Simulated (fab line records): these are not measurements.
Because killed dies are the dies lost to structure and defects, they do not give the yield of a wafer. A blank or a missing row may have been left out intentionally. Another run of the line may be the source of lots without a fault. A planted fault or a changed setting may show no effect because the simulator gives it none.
Matching of chambers + flow n5Finfet + rieDiel-02 running N5_MOL_CONTACT_COAG_ETCHBACK_132: 4 sister chambers
The step etches SiO2 in CHF3, target depth 10 nm, time 6.7 s. 8 wafers are shown with their chamber, then 7 later ones without.

## WAFERS PAIRED WITH THEIR CHAMBERS
| wafer  | chamber | showerheadPlenumPTorr (Torr) | throttleValvePct (%) |
|--------|---------|------------------------------|----------------------|
| L079.3 | 2       | 2.34                         | 18.84                |
| L079.6 | 2       | 2.34                         | 18.85                |
| L087.6 | 1       | 2.51                         | 18.68                |
| L089.1 | 0       | 2.52                         | 18.45                |
| L089.2 | 3       | 2.45                         | 18.51                |
| L089.5 | 3       | 2.45                         | 18.50                |
| L092.1 | 1       | 2.51                         | 18.71                |
| L092.3 | 0       | 2.51                         | 18.44                |

## WAFERS MISSING THEIR CHAMBER
| wafer  | showerheadPlenumPTorr (Torr) | throttleValvePct (%) |
|--------|------------------------------|----------------------|
| L092.5 | 2.51                         | 18.70                |
| L093.3 | 2.51                         | 18.71                |
| L093.5 | 2.51                         | 18.46                |
| L093.6 | 2.45                         | 18.53                |
| L096.1 | 2.33                         | 18.47                |
| L096.2 | 2.51                         | 18.45                |
| L096.3 | 2.45                         | 18.56                |

## CHAMBER TAKEN BY EACH
| wafer  | from the rows above | in truth |
|--------|---------------------|----------|
| L092.5 | 1                   | 1        |
| L093.3 | 1                   | 1        |
| L093.5 | 0                   | 0        |
| L093.6 | 3                   | 3        |
| L096.1 | 2                   | 2        |
| L096.2 | 0                   | 0        |
| L096.3 | 3                   | 3        |
Correct placement for 7 of the 7. Can't be placed from these rows: 0. Number placed wrongly: 0.
How it was worked out, from the rows above alone: a wafer's distance from a chamber is the root of the sum, over the readings, of the square of ((its reading less the chamber's mean) divided by the reading's scatter). The wafer belongs to the nearest chamber; if the next one is less than 2 further off, it can't be placed. A chamber's mean is the mean of its shown wafers. The scatter: the root of (the sum of the squares of (reading less its chamber's mean) over the shown wafers, divided by (wafers less chambers)).
